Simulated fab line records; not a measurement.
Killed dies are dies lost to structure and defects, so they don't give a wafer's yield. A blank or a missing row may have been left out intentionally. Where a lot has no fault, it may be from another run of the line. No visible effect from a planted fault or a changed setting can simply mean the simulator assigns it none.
Comparing a struck lot with a sound one | flow n5Finfet | 40 steps out of a route of 1938
Sound: wafers L353.1, L353.2, L353.4. Wafers L342.4, L342.5, L342.6 were the ones struck. The cause is given at the end.
For every step that has rows: the tool of each side, followed by ch and its chambers, followed by its first start. Under that, the readings that differ: sound wafers | struck wafers | difference of the means | sigmas: that difference in standard deviations of wafers without a fault.
alike: words and numbers the same on both sides, and readings whose means are apart by under 2 such deviations; not compared: readings that were withheld, readings missing a value for some wafer, numbers with overlapping values and no deviation given by the record, and bounds like >300 which may hide the same value.
Wherever a step has rows on one side only, a row that says differs or no value, or a row with sigmas, the two part there. Non-overlapping numbers with no deviation appear without sigmas and do not part them. A reading missing from all wafers of one side parts the sides only when that side holds two or more wafers.

first, 11 steps without rows for these wafers: N5_PMOS_HMC_CHANNEL_EPI_ETCH_38 (etches SiO2 in CF4, target depth 1.5 nm); N5_PMOS_HMC_CHANNEL_EPI_FIN_RECESS_16 (chemistry HBr/Cl2, target Si, target depth 54 nm, time 18 s); N5_PMOS_HMC_CHANNEL_EPI_PRECLEAN_36 (cleans in O3/DIW, time 45 s); N5_PMOS_HMC_CHANNEL_EPI_PRECLEAN_18 (cleans in DHF, time 30 s); N5_PMOS_HMC_CHANNEL_EPI_SRD_19 (time 30 s); N5_PMOS_HMC_CHANNEL_EPI_EPI_20 (deposits SiGe30, target thk 59 nm); N5_PMOS_HMC_CHANNEL_EPI_HM_STRIP_35 (strips SiO2 in dHF, material SiO2, target depth 39.6 nm, time 216 s); N5_PMOS_HMC_CHANNEL_EPI_SRD_39 (time 30 s); N5_PMOS_HMC_CHANNEL_EPI_CMP_21 (polishes SiGe30, target thk 54 nm); N5_PMOS_HMC_CHANNEL_EPI_PRECLEAN_40 (cleans in DHF, time 30 s); N5_PMOS_HMC_CHANNEL_EPI_PRECLEAN_37 (cleans in O3/DIW, time 45 s).
N5_PMOS_HMC_CHANNEL_EPI_PRECLEAN_24: cleans in DHF, time 30 s.
  sound on wetBench-01 ch 1,2,7, day 7 08:38; struck on wetBench-01 ch 1,2,7, day 4 14:29
then, 2 steps without rows for these wafers: N5_PMOS_HMC_CHANNEL_EPI_SRD_25 (time 30 s); N5_PMOS_HMC_CHANNEL_EPI_EPI_26 (deposits Si from SiH4/H2, target thk 3.8 nm, time 22.7 s).
N5_PMOS_HMC_CHANNEL_EPI_INSPECT_30: inspects for defects (darkfield).
  sound on defectInspect-02 at day 7 09:04; struck on defectInspect-02 at day 4 14:55
reading        | sound    | struck      | difference | sigmas
rawDefectCount | 18 16 19 | 548 581 576 | +551       | +87
then, 19 steps without rows for these wafers: N5_FIN_SAQP_PRECLEAN_42 (cleans in O3/DIW, time 60 s); N5_FIN_SAQP_PRECLEAN_00 (cleans in SC1, time 60 s); N5_FIN_SAQP_PRECLEAN_44 (cleans in SC2, time 45 s); N5_FIN_SAQP_SRD_01 (time 30 s); N5_FIN_SAQP_ALD_61 (deposits SiO2, target thk 4 nm, pulse time 1 s, purge time 2 s); N5_FIN_SAQP_DENSIFY_62 (time 60 s); N5_FIN_SAQP_HM_DEP_03 (deposits SiNx from SiH4/NH3/N2, target thk 38 nm, time 33.6 s); N5_FIN_SAQP_PECVD_47 (deposits a-Si from SiH4/He, target thk 45 nm, time 36.3 s); N5_FIN_SAQP_PECVD_48 (deposits SiNx from SiH4/NH3/N2, target thk 25 nm, time 22.1 s); N5_FIN_SAQP_PECVD_06 (deposits a-Si from SiH4/He, target thk 60 nm, time 48.1 s); N5_FIN_SAQP_HM_DEP_72 (deposits SiO2 from SiH4/N2O, target thk 12 nm, time 7.2 s); N5_FIN_SAQP_COAT_49 (time 60 s, resist thk 100 nm); N5_FIN_SAQP_COAT_50 (time 60 s, resist thk 35 nm); N5_FIN_SAQP_COAT_10 (resist thk 90 nm); N5_FIN_SAQP_EBR_12; N5_FIN_SAQP_SOFTBAKE_11 (time 60 s); N5_FIN_SAQP_EXPOSE_13 (exposes mask FIN CORE, target cd 35.6 nm); N5_FIN_SAQP_PEB_14 (peb time 60 s); N5_FIN_SAQP_DEVELOP_15 (develop time 30 s).
N5_FIN_SAQP_INSPECT_18: inspects for defects (brightfield).
  sound on defectInspect-02 at day 7 10:20; struck on defectInspect-01 at day 4 16:17
reading        | sound       | struck      | difference | sigmas
rawDefectCount | 402 530 453 | 864 876 849 | +401       | +3
then, 1 step without rows for these wafers: N5_FIN_SAQP_DESCUM_21 (chemistry O2, time 7.9 s).
N5_FIN_SAQP_INSPECT_40: inspects for defects (brightfield).
  sound on defectInspect-02 at day 7 14:47; struck on defectInspect-02 at day 4 21:44
reading        | sound       | struck      | difference | sigmas
rawDefectCount | 228 305 162 | 684 786 744 | +506       | +7
N5_FIN_CUT_INSPECT_10: inspects for defects (brightfield).
  sound on defectInspect-01 at day 7 15:17; struck on defectInspect-01 at day 4 22:08
reading        | sound    | struck      | difference | sigmas
rawDefectCount | 45 50 34 | 566 590 603 | +543       | +45
-- here the record skips 7 days between the struck wafers' starts before and after, leaving off in module FIN_CUT and picking up in module BEOL_M4 (first step shown: number 1111 of the route) --
N5_BEOL_M4_RC_MEAS_101:
  sound on prober-01 ch 0, day 13 20:20; struck on prober-02 ch 0, day 11 12:21
  alike: DIBL_N, DIBL_P, IOFF_N, IOFF_P, ION_N, ION_P, SS_N, SS_P, VT_N, VT_P
-- record jumps: 4 days separate the struck wafers' starts on either side; left off in module BEOL_M4, taken up again in module PASSIVATION, whose first shown step is the route's number 1936 --
N5_PASSIVATION_PROBE_49:
  rows exist in the record for the struck wafers here (prober-01, day 15 12:02), but not for the sound ones

WHERE THEY PART
First at N5_PMOS_HMC_CHANNEL_EPI_INSPECT_30; last, within this record, at N5_PASSIVATION_PROBE_49.

WHY: what the simulator had put in
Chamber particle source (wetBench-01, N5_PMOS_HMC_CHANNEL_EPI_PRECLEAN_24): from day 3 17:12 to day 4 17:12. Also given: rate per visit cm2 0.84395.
